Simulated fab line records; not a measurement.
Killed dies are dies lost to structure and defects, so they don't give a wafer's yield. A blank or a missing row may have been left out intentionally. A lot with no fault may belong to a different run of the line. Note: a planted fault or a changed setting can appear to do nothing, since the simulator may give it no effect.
The tool behind it: which one? :: flow nand_harc :: 14 lots with 42 wafers sampled at 6 steps, on a route of 1302 steps

== WHAT THE GAUGES READ, wafer by wafer ==
NHARC_A_SOURCE_PLATE_THK_MEAS_09: measures by ellipsometry.
lot: L882
measured: day 7 14:13
on: film_metro-01
thk_nm (nm): 11.1 10.8 11.8

lot: L883
measured: day 7 14:14
on: film_metro-01
thk_nm (nm): 10.2 8.3 10.2

lot: L884
measured: day 8 08:46
on: film_metro-02
thk_nm (nm): 9.3 12.3 11.7

lot: L886
measured: day 8 21:04
on: film_metro-02
thk_nm (nm): 10.5 9.5 10.2

lot: L885
measured: day 8 21:04
on: film_metro-01
thk_nm (nm): 8.5 9.2 8.6

lot: L889
measured: day 9 23:58
on: film_metro-01
thk_nm (nm): 9.3 9.9 10.5

lot: L888
measured: day 9 23:58
on: film_metro-02
thk_nm (nm): 9.8 10.6 10.8

lot: L890
measured: day 10 15:43
on: film_metro-02
thk_nm (nm): 12.1 8.3 8.8

lot: L891
measured: day 10 21:56
on: film_metro-02
thk_nm (nm): 7.9 9.3 8.8

lot: L900
measured: day 15 05:07
on: film_metro-01
thk_nm (nm): 7.7 9.5 9.7

lot: L901
measured: day 15 10:20
on: film_metro-02
thk_nm (nm): 9.3 10.6 10.8

lot: L902
measured: day 15 10:20
on: film_metro-01
thk_nm (nm): 10.1 9.9 9.8

lot: L904
measured: day 16 08:16
on: film_metro-01
thk_nm (nm): 9.9 11.2 9.6

lot: L905
measured: day 16 12:26
on: film_metro-02
thk_nm (nm): 8.6 10.5 7.2

NHARC_A_ONON_D1_THK_MEAS_02: measures by ellipsometry.
lot: L882
measured: day 8 04:59
on: film_metro-02
thk_nm (nm): 984 984 986

lot: L883
measured: day 8 05:01
on: film_metro-02
thk_nm (nm): 1023 1021 1022

lot: L884
measured: day 8 22:29
on: film_metro-01
thk_nm (nm): 1004 1003 1004

lot: L886
measured: day 9 10:11
on: film_metro-01
thk_nm (nm): 996 995 996

lot: L885
measured: day 9 10:11
on: film_metro-02
thk_nm (nm): 998 997 998

lot: L889
measured: day 10 13:05
on: film_metro-01
thk_nm (nm): 997 998 999

lot: L888
measured: day 10 13:07
on: film_metro-02
thk_nm (nm): 993 994 991

lot: L890
measured: day 11 04:52
on: film_metro-02
thk_nm (nm): 982 981 983

lot: L891
measured: day 11 14:40
on: film_metro-02
thk_nm (nm): 1008 1010 1009

lot: L900
measured: day 15 18:20
on: film_metro-02
thk_nm (nm): 999 999 1001

lot: L901
measured: day 15 23:55
on: film_metro-02
thk_nm (nm): 1000 1001 998

lot: L902
measured: day 15 23:58
on: film_metro-01
thk_nm (nm): 1001 1000 1002

lot: L904
measured: day 16 19:28
on: film_metro-01
thk_nm (nm): 1000 999 999

lot: L905
measured: day 17 02:10
on: film_metro-01
thk_nm (nm): 991 991 992

NHARC_A_ONON_D1_THK_MEAS_08: measures by ellipsometry.
lot: L882
measured: day 8 06:06
on: film_metro-01
thk_nm (nm): 1004 1003 1004

lot: L883
measured: day 8 06:08
on: film_metro-02
thk_nm (nm): 993 992 994

lot: L884
measured: day 8 23:37
on: film_metro-01
thk_nm (nm): 996 997 996

lot: L886
measured: day 9 11:19
on: film_metro-01
thk_nm (nm): 1003 1003 1002

lot: L885
measured: day 9 11:19
on: film_metro-01
thk_nm (nm): 985 987 985

lot: L889
measured: day 10 14:30
on: film_metro-02
thk_nm (nm): 994 996 995

lot: L888
measured: day 10 14:34
on: film_metro-01
thk_nm (nm): 976 974 975

lot: L890
measured: day 11 06:00
on: film_metro-01
thk_nm (nm): 984 983 983

lot: L891
measured: day 11 15:47
on: film_metro-02
thk_nm (nm): 1000 1000 999

lot: L900
measured: day 15 19:28
on: film_metro-02
thk_nm (nm): 1006 1008 1006

lot: L901
measured: day 16 01:03
on: film_metro-01
thk_nm (nm): 995 993 994

lot: L902
measured: day 16 01:06
on: film_metro-02
thk_nm (nm): 993 993 991

lot: L904
measured: day 16 20:36
on: film_metro-01
thk_nm (nm): 1010 1010 1010

lot: L905
measured: day 17 03:19
on: film_metro-01
thk_nm (nm): 998 997 994

NHARC_A_ONON_D1_THK_MEAS_14: measures by ellipsometry.
lot: L882
measured: day 8 07:14
on: film_metro-01
thk_nm (nm): 999 1000 999

lot: L883
measured: day 8 07:17
on: film_metro-02
thk_nm (nm): 1003 1004 1005

lot: L884
measured: day 9 00:44
on: film_metro-01
thk_nm (nm): 1007 1008 1008

lot: L886
measured: day 9 12:28
on: film_metro-01
thk_nm (nm): 995 996 995

lot: L885
measured: day 9 12:27
on: film_metro-02
thk_nm (nm): 1026 1027 1026

lot: L889
measured: day 10 15:37
on: film_metro-01
thk_nm (nm): 1003 1003 1004

lot: L888
measured: day 10 15:46
on: film_metro-01
thk_nm (nm): 1023 1023 1023

lot: L890
measured: day 11 07:07
on: film_metro-01
thk_nm (nm): 986 987 985

lot: L891
measured: day 11 16:55
on: film_metro-02
thk_nm (nm): 974 975 974

lot: L900
measured: day 15 20:36
on: film_metro-02
thk_nm (nm): 1439 1440 1016

lot: L901
measured: day 16 02:12
on: film_metro-02
thk_nm (nm): 1412 987 1411

lot: L902
measured: day 16 02:14
on: film_metro-01
thk_nm (nm): 1011 1012 1012

lot: L904
measured: day 16 21:44
on: film_metro-01
thk_nm (nm): 1013 1010 1013

lot: L905
measured: day 17 04:27
on: film_metro-01
thk_nm (nm): 999 1000 999

NHARC_END_SORT_01.
lot: L900
measured: day 32 19:52
on: prober-01
killed_at_array: 676 675 56
killed_at_other: 0 1 2
killed_at_periphery: 1 1 3
killed_dies: 677 677 61
killed_open: 3 2 2
killed_short: 1 3 4

lot: L901
measured: day 32 06:06
on: prober-01
killed_at_array: 674 50 675
killed_at_other: 2 0 0
killed_at_periphery: 1 2 2
killed_dies: 677 52 677
killed_open: 0 3 5
killed_short: 2 4 1

== TOOL THAT RAN EACH LOT (tool first, then ch and the chambers of the sampled wafers, then the start) ==
lot: L882
NHARC_A_ONON_D1_DEP_12: pecvd_onon-02 ch 0, day 8 06:44

lot: L883
NHARC_A_ONON_D1_DEP_12: pecvd_onon-04 ch 0, day 8 06:46

lot: L884
NHARC_A_ONON_D1_DEP_12: pecvd_onon-04 ch 0, day 9 00:14

lot: L886
NHARC_A_ONON_D1_DEP_12: pecvd_onon-03 ch 0, day 9 12:00

lot: L885
NHARC_A_ONON_D1_DEP_12: pecvd_onon-02 ch 0, day 9 11:56

lot: L889
NHARC_A_ONON_D1_DEP_12: pecvd_onon-04 ch 0, day 10 15:10

lot: L888
NHARC_A_ONON_D1_DEP_12: pecvd_onon-02 ch 0, day 10 15:22

lot: L890
NHARC_A_ONON_D1_DEP_12: pecvd_onon-02 ch 0, day 11 06:37

lot: L891
NHARC_A_ONON_D1_DEP_12: pecvd_onon-04 ch 0, day 11 16:25

lot: L900
NHARC_A_ONON_D1_DEP_12: pecvd_onon-04 ch 0, day 15 20:05

lot: L901
NHARC_A_ONON_D1_DEP_12: pecvd_onon-04 ch 0, day 16 01:41

lot: L902
NHARC_A_ONON_D1_DEP_12: pecvd_onon-03 ch 0, day 16 01:43

lot: L904
NHARC_A_ONON_D1_DEP_12: pecvd_onon-02 ch 0, day 16 21:17

lot: L905
NHARC_A_ONON_D1_DEP_12: pecvd_onon-03 ch 0, day 17 03:56
- NHARC_A_ONON_D1_DEP_12: target thk 1000 nm.

== WHAT THE TOOLS THEMSELVES READ (means of the sampled wafers that have a number; where no wafer has one, the mark that the record gives instead) ==
The record holds no such reading with a usual standard deviation.

== THE ANSWER, worked out from the rows above alone ==
Rule: the lots themselves supply what counts as usual. The widest of any qualifying gaps counts: lots, ordered by their means at a reading, are off when they make up no more than a third of the lots, leave a main group of 4 or more, and stand apart from it by 3 or more times the standard deviation of that group's means. If all means in a main group match to the digits the tables above print for the reading, that group is not used. A lot without any number at a reading at which 4 lots or more have one is off too. Any other lot the step has rows for is counted as sound. After the gauges, taken in route order, come the tools' own readings; for these a lot's mean is taken, as printed above. The first step at which some lot is off is used, and at that step the reading that is off furthest; a lot without a number counts as furthest.
Off at NHARC_A_ONON_D1_THK_MEAS_14 (thk_nm): L900, L901. Mean 1004 nm and standard deviation 14 in the main group.
A tool fits if, at a process step before that reading, it ran every lot that is off, and no sound lot after the first of them. The gauges at NHARC_A_ONON_D1_THK_MEAS_14 are tried like those tools. This does not decide it: 2 tools fit, namely pecvd_onon-04 at NHARC_A_ONON_D1_DEP_12 and film_metro-02 at NHARC_A_ONON_D1_THK_MEAS_14.

== WHAT WAS PUT IN BY THE SIMULATOR ==
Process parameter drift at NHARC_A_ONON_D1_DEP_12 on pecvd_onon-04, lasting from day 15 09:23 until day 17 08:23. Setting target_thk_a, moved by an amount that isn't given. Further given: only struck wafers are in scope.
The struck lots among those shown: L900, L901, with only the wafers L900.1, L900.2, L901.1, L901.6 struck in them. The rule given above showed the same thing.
